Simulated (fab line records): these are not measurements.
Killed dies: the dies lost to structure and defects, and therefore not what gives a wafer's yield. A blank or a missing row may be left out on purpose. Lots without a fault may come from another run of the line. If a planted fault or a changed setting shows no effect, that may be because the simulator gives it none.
fab line records	flow nand_harc
[record] lots = 6	wafers = 18	last_day = 27
route steps=1159 shown A_SLIT@799 A_SIN_REMOVE@804 A_WL_FILL@809 END@1159
lots with no fault: from the same line, run without faults
start_h: start of the lot's first displayed wafer, in hours after the record's first day	wait_h: how many hours have passed since the lot's step before this one	" unchanged from the row above	L1.1+2: one row covering several wafers at once	- no value, or no start given	* or withheld: withheld	< > ~ a bound
route shown NAME@n: NAME is a module with steps in the file, n the number in the route of the first one	usual: mean/standard deviation taken from wafers without a fault	same: alike in all rows	chamber/n: place in a boat	sites: per-site readings	_std_site: the values' standard deviation	_edge_site: the outer-site mean with the inner-site mean subtracted	radius_mm: how far each site lies from the wafer's centre	mask NAME#n: copy n	behind: the most recent tool/chamber to have shaped the wafer	hold: the reason the lot was held/the length of the hold in hours/how it ended	device: whichever transistor did not switch (one of n, p or np)	end of line: the tests these same wafers got at the end of their route	a step given without rows: its recipe and nothing more	killed: at the first sort, the dies lost to defects and structure; wafer yield is something else	map: shows each die of a wafer: x if killed, . if not, _ if none is there
set.NAME: the setting as run; set.NAME@STEP: as run at that earlier step	model.NAME: the simulator's own value behind a step, which no gauge read
certain route steps with their lots: each step a table, each wafer a row
services: a tool's chamber out of use, with start hour (start_h, from the record's first day; less than 0 if before it), hours out, and reason
[[steps]]
[step NHARC_A_SLIT_ETCH_29]
[recipe] target_depth_a = 1000	overetch_a = 100	time_s = 55	ion_energy_ev = 100	cf4_flow_sccm = 80	o2_flow_sccm = 20	ar_flow_sccm = 0	rf_w = 300	bias_w = 100	chemistry = CF4/O2
[usual] cf4_flow_sccm = 80.02/0.26	drypump_motor_current_A = 5.8/0.4	mfc_ar_sccm = 0.008/0.012	oes_product_au = 1.003/0.007	rf_vpp_V = 198.0/1.3	showerhead_plenum_p_Torr = 1.34/0.056	throttle_valve_pct = 13.397/0.0087
lot.wafer	tool	chamber	start_h	wait_h	cf4_flow_sccm	drypump_motor_current_A	mfc_ar_sccm	oes_product_au	rf_hours_counter_h	rf_vpp_V	showerhead_plenum_p_Torr	throttle_valve_pct
L608.2	rie_diel-02	1	339.45	0.1	79.75	5.5	0	1.006	0	200.2	1.43	13.387
L608.5	"	0	"	"	80.09	6.0	0	1.013	-	196.5	1.31	13.402
L608.6	"	1	"	"	79.99	5.5	0	1.002	-	198.9	1.43	13.409
L611.1	rie_diel-01	1	340.84	0.1	80.15	5.2	0.009	1.002	1	196.1	1.25	13.392
L611.2	"	2	"	"	80.24	5.7	0	1.010	1	198.7	1.37	13.393
L611.3	"	0	"	"	80.13	6.3	0.029	1.006	1	198.8	1.33	13.389
L619.1	rie_diel-02	1	407.74	0.1	79.88	5.5	0	1.006	4	200.7	1.43	13.402
L619.2	"	2	"	"	79.92	5.9	0.024	0.991	5	200.0	1.43	13.403
L619.3	"	3	"	"	80.54	5.5	0	1.004	5	196.9	1.31	13.395
L622.4	rie_diel-01	3	409.62	0.1	80.40	5.5	0.008	1.006	2	197.8	1.38	13.393
L622.3	"	2	"	"	80.06	5.7	0	0.992	4	198.8	1.37	13.399
L622.6	"	3	"	"	80.09	5.5	0.008	1.001	-	199.1	1.38	13.382
L629.1	rie_diel-02	0	487.44	0.1	79.98	6.0	0	1.006	9	196.9	1.30	13.395
L629.2	"	2	"	"	80.11	5.8	0.024	1.002	9	200.7	1.43	13.376
L629.5	"	1	"	"	80.19	5.5	0	1.004	-	199.8	1.43	13.393
L627.3	rie_diel-02	0	502.44	0.1	79.53	6.0	0	0.996	11	196.7	1.30	13.407
L627.4	"	2	"	"	80.00	5.8	0.024	0.988	9	198.2	1.43	13.409
L627.5	"	3	"	"	79.91	5.5	0	0.999	-	197.3	1.31	13.400
[step NHARC_A_SLIT_STRIP_18]
[recipe] o2_flow_sccm = 500	ar_flow_sccm = 0	bias_w = 0	chemistry = O2
[usual] drypump_motor_current_A = 5.8/0.4	mfc_ar_sccm = 0.009/0.012	oes_product_au = 1.002/0.0072	rf_vpp_V = 57.8/0.79	showerhead_plenum_p_Torr = 3.55/0.14	throttle_valve_pct = 17.037/0.0086
lot.wafer	tool	chamber	start_h	wait_h	drypump_motor_current_A	mfc_ar_sccm	oes_product_au	rf_hours_counter_h	rf_vpp_V	showerhead_plenum_p_Torr	throttle_valve_pct
L608.2	rie_diel-02	1	-	-	5.5	0	0.999	0	57.7	3.76	17.044
L608.6	"	2	"	"	5.8	0.024	0.988	-	57.9	3.78	17.035
L608.5	"	3	"	"	5.5	0	0.993	-	57.3	3.46	17.031
L611.2	rie_diel-01	0	-	-	6.4	0.029	1.005	1	57.7	3.53	17.028
L611.1	"	1	"	"	5.2	0.009	1.002	1	57.8	3.32	17.046
L611.3	"	2	"	"	5.7	0	1.009	1	58.4	3.61	17.029
L619.1	rie_diel-02	1	-	-	5.5	0	1.004	4	58.5	3.76	17.034
L619.3	"	2	"	"	5.8	0.024	0.984	5	59.7	3.77	17.022
L619.2	"	3	"	"	5.5	0	1.000	5	57.5	3.46	17.029
L622.3	rie_diel-01	0	-	-	6.3	0.029	1.008	4	58.2	3.53	17.050
L622.4	"	1	"	"	5.2	0.009	1.001	4	57.4	3.32	17.041
L622.6	"	2	"	"	5.7	0	1.007	-	59.2	3.61	17.043
L629.2	rie_diel-02	3	-	-	5.5	0	1.000	10	57.8	3.46	17.044
L629.1	"	2	"	"	5.9	0.024	1.002	9	58.0	3.77	17.036
L629.5	"	0	"	"	6.0	0	1.009	-	58.3	3.45	17.050
L627.3	rie_diel-02	3	-	-	5.5	0	1.008	12	58.2	3.46	17.037
L627.4	"	0	"	"	6.1	0	0.990	11	57.4	3.45	17.042
L627.5	"	2	"	"	5.8	0.024	0.982	-	59.3	3.77	17.029
[step NHARC_A_SLIT_PRECLEAN_19]
[recipe] time_s = *	temp_c = 50	bath_age_min = 0	chemistry = SC1
[step NHARC_A_SLIT_SRD_20]
[step NHARC_A_SLIT_CD_MEAS_21]
[usual] cd_nm = 289.1/0.96
lot.wafer	tool	chamber	start_h	wait_h	cd_nm
L608.2	cd_sem-01	-	339.99	-	288.1
L608.5	"	-	"	"	288.4
L608.6	"	-	"	"	288.5
L611.1	cd_sem-02	-	341.44	-	289.2
L611.2	"	-	"	"	288.8
L611.3	"	-	"	"	288.4
L619.1	cd_sem-02	-	408.27	-	289.7
L619.2	"	-	"	"	288.7
L619.3	"	-	"	"	289.7
L622.3	cd_sem-01	-	410.16	-	289.3
L622.4	"	-	"	"	289.9
L622.6	"	-	"	"	289.3
L629.1	cd_sem-01	-	487.97	-	289.7
L629.2	"	-	"	"	289.1
L629.5	"	-	"	"	289.8
L627.3	cd_sem-01	-	502.98	-	288.3
L627.4	"	-	"	"	288.9
L627.5	"	-	"	"	288.7
[step NHARC_A_SIN_REMOVE_WET_00]
[recipe] temp_c = 160	time_s = 15300	chemistry = H3PO4
[step NHARC_A_SIN_REMOVE_PRECLEAN_01]
[recipe] time_s = *	temp_c = 50	bath_age_min = 0	chemistry = SC1
[step NHARC_A_SIN_REMOVE_SRD_02]
[step NHARC_A_SIN_REMOVE_INSPECT_04]
[usual] raw_defect_count = 297/86
lot.wafer	tool	chamber	start_h	wait_h	raw_defect_count
L608.2	defect_inspect-02	-	347.36	0.0	330
L608.5	"	-	"	"	378
L608.6	"	-	"	"	230
L611.1	defect_inspect-01	-	347.37	0.0	243
L611.2	"	-	"	"	227
L611.3	"	-	"	"	262
L619.1	defect_inspect-02	-	443.76	0.0	186
L619.2	"	-	"	"	195
L619.3	"	-	"	"	201
L622.3	defect_inspect-02	-	443.80	0.0	353
L622.4	"	-	"	"	323
L622.6	"	-	"	"	209
L629.1	defect_inspect-02	-	495.71	0.0	307
L629.2	"	-	"	"	335
L629.5	"	-	"	"	242
L627.3	defect_inspect-02	-	509.10	0.0	183
L627.4	"	-	"	"	242
L627.5	"	-	"	"	230
[step NHARC_A_WL_FILL_ALD_00]
[recipe] target_thk_a = 30	pulse_time_s = 3	ald_cycles = 30	temp_c = 300	material = Al2O3
[usual] ald_cycles = 30/0	heater_power_w = 477/43	precursor_pulse_height_rel = 1.000/0.021
lot.wafer	tool	chamber	start_h	wait_h	ald_cycles	heater_power_w	precursor_pulse_height_rel
L608.2	ald_hk-02	0	347.47	0.1	30	469	1.008
L608.5	"	2	"	"	30	424	1.013
L608.6	"	3	"	"	30	552	1.020
L611.1	ald_hk-02	2	347.58	0.2	30	432	1.023
L611.3	"	3	"	"	30	569	0.989
L611.2	"	0	"	"	30	481	1.021
L619.1	ald_hk-03	1	443.82	0.1	30	429	0.981
L619.2	"	2	"	"	30	428	0.997
L619.3	"	3	"	"	30	462	1.012
L622.4	ald_hk-04	3	444.02	0.2	30	488	0.989
L622.3	"	0	"	"	30	459	1.048
L622.6	"	3	"	"	30	485	1.024
L629.2	ald_hk-02	0	495.80	0.1	30	474	1.007
L629.1	"	2	"	"	30	419	0.972
L629.5	"	0	"	"	30	478	0.955
L627.3	ald_hk-02	0	509.58	0.5	30	467	0.965
L627.4	"	2	"	"	30	422	1.007
L627.5	"	0	"	"	30	470	1.004
[step NHARC_A_WL_FILL_RTA_01]
[recipe] temp_c = 1000	time_s = 5
[usual] lamp_power_pct = 26.9/1.2	lamp_zone_3_pct = 26.9/1.2	wafer_temp_C_max = 1005.4/1.6
lot.wafer	tool	chamber	start_h	wait_h	lamp_power_pct	lamp_zone_3_pct	wafer_temp_C_max
L608.2	rtp_anneal-02	0	347.71	-	25.4	25.4	1008.4
L608.5	"	0	"	"	25.4	25.4	1005.3
L608.6	"	0	"	"	25.4	25.4	1005.3
L611.1	rtp_anneal-01	0	347.86	-	27.8	27.8	1004.5
L611.2	"	0	"	"	27.9	27.8	1004.0
L611.3	"	0	"	"	27.9	27.8	1004.0
L619.1	rtp_anneal-02	0	444.10	-	25.4	25.4	1007.0
L619.2	"	0	"	"	25.5	25.4	1006.6
L619.3	"	0	"	"	25.5	25.4	1007.1
L622.3	rtp_anneal-01	0	444.48	-	27.8	27.8	1004.2
L622.4	"	0	"	"	27.8	27.8	1005.1
L622.6	"	0	"	"	27.8	27.8	1003.8
L629.1	rtp_anneal-01	0	496.04	-	27.8	27.8	1005.2
L629.2	"	0	"	"	27.9	27.8	1004.2
L629.5	"	0	"	"	27.9	27.9	1003.9
L627.3	rtp_anneal-01	0	509.86	-	27.8	27.9	1003.0
L627.4	"	0	"	"	27.8	27.8	1004.0
L627.5	"	0	"	"	27.8	27.8	1004.4
[step NHARC_A_WL_FILL_ALD_02]
[recipe] target_thk_a = 20	pulse_time_s = 3	ald_cycles = 100	temp_c = 450	material = TiN
[usual] ald_cycles = 100/0	heater_power_w = 1101/120	precursor_pulse_height_rel = 0.999/0.02
lot.wafer	tool	chamber	start_h	wait_h	ald_cycles	heater_power_w	precursor_pulse_height_rel
L608.2	ald_metal-01	0	347.97	0.2	100	1111	1.023
L608.5	"	2	"	"	100	1233	0.964
L608.6	"	3	"	"	100	1170	0.984
L611.3	ald_metal-04	1	348.11	0.2	100	1194	1.026
L611.2	"	2	"	"	100	1251	0.984
L611.1	"	3	"	"	100	1017	0.995
L619.1	ald_metal-04	1	444.35	0.2	100	1179	0.978
L619.3	"	2	"	"	67	1224	0.988
L619.2	"	3	"	"	100	1004	1.015
L622.4	ald_metal-04	2	444.64	0.1	67	1284	1.002
L622.3	"	0	"	"	100	912	0.996
L622.6	"	3	"	"	100	972	0.986
L629.2	ald_metal-02	2	496.33	0.2	100	1110	1.038
L629.1	"	3	"	"	100	1206	0.997
L629.5	"	0	"	"	100	1055	1.021
L627.3	ald_metal-01	0	510.10	0.2	100	1210	0.971
L627.4	"	1	"	"	100	937	0.993
L627.5	"	3	"	"	100	1159	1.010
[step NHARC_END_SORT_01]
[recipe] temp_c = 25
[usual] killed_at_array = 28/11	killed_at_other = 0.9/1.2	killed_at_periphery = 2.6/2.1	killed_dies = 31/11	killed_open = 3.1/1.7	killed_short = 1.9/1.3
[same] gross_dies = 677
lot.wafer	tool	chamber	start_h	wait_h	killed_at_array	killed_at_other	killed_at_periphery	killed_dies	killed_open	killed_short
L608.2	prober-02	0	485.04	2.8	23	2	1	26	3	3
L608.5	prober-02	0	487.44	3.7	9	1	2	12	1	2
L608.6	prober-02	0	488.24	4.0	16	1	0	17	1	2
L611.1	prober-01	0	501.30	2.6	27	0	5	32	1	4
L611.2	prober-01	0	502.10	2.8	25	0	2	27	1	5
L611.3	prober-01	0	502.90	3.1	19	1	1	21	3	2
L619.1	prober-01	0	601.47	2.5	32	1	5	38	5	2
L619.2	prober-01	0	602.28	2.8	35	1	2	38	3	4
L619.3	prober-01	0	603.09	3.1	34	0	3	37	2	3
L622.3	prober-01	0	610.92	3.1	30	1	5	36	3	4
L622.4	prober-01	0	611.72	3.4	31	0	1	32	2	1
L622.6	prober-01	0	613.32	4.0	30	2	7	39	3	3
L629.1	prober-01	0	624.89	2.5	30	1	2	33	3	0
L629.2	prober-01	0	625.69	2.8	33	1	2	36	1	2
L629.5	prober-01	0	628.10	3.7	23	1	4	28	3	3
L627.3	prober-02	0	646.53	3.1	36	0	2	38	4	3
L627.4	prober-02	0	647.33	3.4	35	1	1	37	3	2
L627.5	prober-02	0	648.13	3.7	29	4	5	38	7	3
// killed by level:class
L608.2 A_SLIT:chamber_film_flake=5 A_CHANNEL_HOLE_D1:chamber_film_flake=3 A_STAIRCASE:chamber_film_flake=3 A_BLC:chamber_film_flake=3 A_WL_FILL:chamber_film_flake=2 A_CONTACT:chamber_film_flake=2 A_ONON_D1:geometric_particle:open=1 A_ONON_D1:geometric_particle:short=1
L608.5 A_CHANNEL_HOLE_D1:chamber_film_flake=2 A_CONTACT:chamber_film_flake=2 A_ONON_D1:geometric_particle:short=1 A_WL_FILL:geometric_particle:short=1 A_M0:geometric_particle:open=1 A_WL_FILL:chamber_film_flake=1 P_GATE:chamber_film_flake=1 P_BONDPAD:chamber_film_flake=1
L608.6 A_SLIT:chamber_film_flake=4 A_STAIRCASE:chamber_film_flake=3 A_CONTACT:chamber_film_flake=3 A_WL_FILL:chamber_film_flake=2 A_ONON_D1:geometric_particle:short=1 A_CHANNEL_HOLE_D1:geometric_particle:short=1 A_CONTACT:geometric_particle:open=1 A_CHANNEL_HOLE_D1:chamber_film_flake=1
L611.1 A_SLIT:chamber_film_flake=8 A_STAIRCASE:chamber_film_flake=7 P_CONTACT:chamber_film_flake=3 A_ZERO_WELL:chamber_film_flake=3 A_CHANNEL_HOLE_D1:chamber_film_flake=2 A_CONTACT:chamber_film_flake=2 P_M2:geometric_particle:short=1 A_SOURCE_PLATE:geometric_particle:open=1
L611.2 A_SLIT:chamber_film_flake=9 A_STAIRCASE:chamber_film_flake=4 A_ZERO_WELL:chamber_film_flake=3 A_CONTACT:chamber_film_flake=3 A_ONON_D1:geometric_particle:short=2 A_M1:geometric_particle:short=2 P_CONTACT:geometric_particle:open=1 A_WL_FILL:geometric_particle:short=1
L611.3 A_SLIT:chamber_film_flake=7 A_CHANNEL_FILL_D1:geometric_particle:short=2 A_CHANNEL_FILL_D1:geometric_particle:open=2 A_ZERO_WELL:chamber_film_flake=2 A_STAIRCASE:chamber_film_flake=2 A_ONON_D1:geometric_particle:open=1 P_CONTACT:chamber_film_flake=1 A_CHANNEL_HOLE_D1:chamber_film_flake=1
L619.1 A_CHANNEL_HOLE_D1:chamber_film_flake=19 P_M1:chamber_film_flake=4 A_M1:chamber_film_flake=3 A_CONTACT:geometric_particle:open=2 A_CONTACT:chamber_film_flake=2 A_ONON_D1:geometric_particle:short=1 A_SGD_CUT:geometric_particle:open=1 A_WL_FILL:geometric_particle:open=1
L619.2 A_CHANNEL_HOLE_D1:chamber_film_flake=18 A_M1:chamber_film_flake=6 A_CONTACT:chamber_film_flake=3 P_M1:chamber_film_flake=2 A_STAIRCASE:chamber_film_flake=2 A_ONON_D1:geometric_particle:open=1 A_CHANNEL_FILL_D1:geometric_particle:short=1 A_STAIRCASE:geometric_particle:short=1
L619.3 A_CHANNEL_HOLE_D1:chamber_film_flake=18 A_M1:chamber_film_flake=6 A_CONTACT:chamber_film_flake=3 P_M1:chamber_film_flake=2 A_STAIRCASE:chamber_film_flake=2 P_CONTACT:geometric_particle:short=1 A_ONON_D1:geometric_particle:short=1 A_CONTACT:geometric_particle:open=1
L622.3 A_CHANNEL_HOLE_D1:chamber_film_flake=17 P_M2:chamber_film_flake=5 A_STAIRCASE:chamber_film_flake=3 A_M1:chamber_film_flake=2 A_SOURCE_PLATE:geometric_particle:short=1 A_ONON_D1:geometric_particle:short=1 A_SGD_CUT:geometric_particle:open=1 A_WL_FILL:geometric_particle:short=1
L622.4 A_CHANNEL_HOLE_D1:chamber_film_flake=19 A_STAIRCASE:chamber_film_flake=5 A_CONTACT:chamber_film_flake=3 A_ONON_D1:geometric_particle:short=1 A_CONTACT:geometric_particle:open=1 A_M1:geometric_particle:open=1 P_M2:chamber_film_flake=1 A_M0:chamber_film_flake=1
L622.6 A_CHANNEL_HOLE_D1:chamber_film_flake=20 P_M2:chamber_film_flake=5 A_CONTACT:chamber_film_flake=3 A_STAIRCASE:chamber_film_flake=2 P_GATE:geometric_particle:short=1 A_ONON_D1:geometric_particle:open=1 A_CHANNEL_HOLE_D1:geometric_particle:open=1 A_CHANNEL_FILL_D1:geometric_particle:short=1
L629.1 A_SLIT:chamber_film_flake=15 A_CHANNEL_HOLE_D1:chamber_film_flake=9 P_CONTACT:geometric_particle:open=1 A_CONTACT:geometric_particle:open=1 A_M0:geometric_particle:open=1 P_ZERO_WELL:chamber_film_flake=1 A_STAIRCASE:chamber_film_flake=1 A_CONTACT:chamber_film_flake=1
L629.2 A_SLIT:chamber_film_flake=20 A_CHANNEL_HOLE_D1:chamber_film_flake=5 A_STAIRCASE:chamber_film_flake=3 P_STI:chamber_film_flake=2 A_CONTACT:chamber_film_flake=2 A_WL_FILL:geometric_particle:short=1 A_CONTACT:geometric_particle:open=1 A_CONTACT:geometric_particle:short=1
L629.5 A_SLIT:chamber_film_flake=9 A_CHANNEL_HOLE_D1:chamber_film_flake=7 P_CONTACT:chamber_film_flake=2 P_GATE:geometric_particle:short=1 P_CONTACT:geometric_particle:open=1 A_CHANNEL_FILL_D1:geometric_particle:short=1 A_STAIRCASE:geometric_particle:short=1 A_CONTACT:geometric_particle:open=1
L627.3 A_SLIT:chamber_film_flake=15 A_CONTACT:chamber_film_flake=5 A_CHANNEL_HOLE_D1:chamber_film_flake=4 A_STAIRCASE:chamber_film_flake=4 A_WL_FILL:chamber_film_flake=2 P_M0:geometric_particle:open=1 A_CHANNEL_FILL_D1:geometric_particle:short=1 A_CHANNEL_FILL_D1:geometric_particle:open=1
L627.4 A_SLIT:chamber_film_flake=15 A_CHANNEL_HOLE_D1:chamber_film_flake=10 A_STAIRCASE:chamber_film_flake=3 A_WL_FILL:chamber_film_flake=2 P_M0:geometric_particle:open=1 A_ONON_D1:geometric_particle:short=1 A_ONON_D1:geometric_particle:open=1 A_WL_FILL:geometric_particle:short=1
L627.5 A_SLIT:chamber_film_flake=17 A_CHANNEL_HOLE_D1:chamber_film_flake=4 THIN_TSV:chamber_film_flake=4 P_M0:geometric_particle:short=3 A_M0:geometric_particle:open=2 A_STAIRCASE:chamber_film_flake=2 P_CONTACT:geometric_particle:open=1 P_M0:geometric_particle:open=1
[[services]]
tool	chamber	start_h	hours	kind
rie_diel-02	-	317.42	0.2	repair
rie_diel-01	3	325.50	20.0	repair
rie_diel-02	-	327.70	9.0	pm
rie_diel-02	0	355.77	4.1	repair
ald_metal-02	-	364.00	10.0	pm
rie_diel-01	1	376.04	2.1	repair
ald_metal-04	3	380.14	8.1	repair
rie_diel-02	0	390.65	4.1	repair
rie_diel-02	2	390.86	6.6	repair
ald_metal-04	-	406.00	10.0	pm
ald_metal-02	3	418.24	24.3	repair
ald_metal-02	0	430.00	4.4	repair
ald_metal-02	-	438.50	0.6	repair
ald_metal-01	-	458.00	10.0	pm
rie_diel-01	3	467.16	6.8	repair
ald_metal-02	0	475.49	6.3	repair
ald_metal-02	-	486.19	1.9	repair
rie_diel-01	-	491.83	9.0	pm
rie_diel-02	2	491.92	5.7	repair
ald_metal-04	2	492.56	27.2	repair
ald_metal-01	2	499.22	6.8	repair
rie_diel-02	-	504.70	9.0	pm
ald_hk-02	-	505.24	1.3	repair
rie_diel-01	3	505.79	4.0	repair
[[key]]
[first_sign] step = NHARC_A_WL_FILL_ALD_02	reading = ald_cycles	direction = down	sigmas = 99+	usual = 100	struck = 67
effect none on later readings
met_at NHARC_A_WL_FILL_ALD_02
struck_wafers L619.3,L622.4
tester_left_out L619,L622
onset_between 348.11 444.35
[fault] kind = process_parameter_drift	tool = ald_metal-04	chamber = 2	onset_h = 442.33	steps = NHARC_A_WL_FILL_ALD_02	channel = ald_cycles	offset = -33	shape = step	end_h = 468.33	acts_in = these_recipes_only	stated = 100
// tester_left_out: of these lots the tester's yield and bins aren't shown, on N5 and GAA mostly nor the transistor test; their killed dies are dies lost to structure and defects alone, not to doping, threshold or leakage, so they don't give the yield
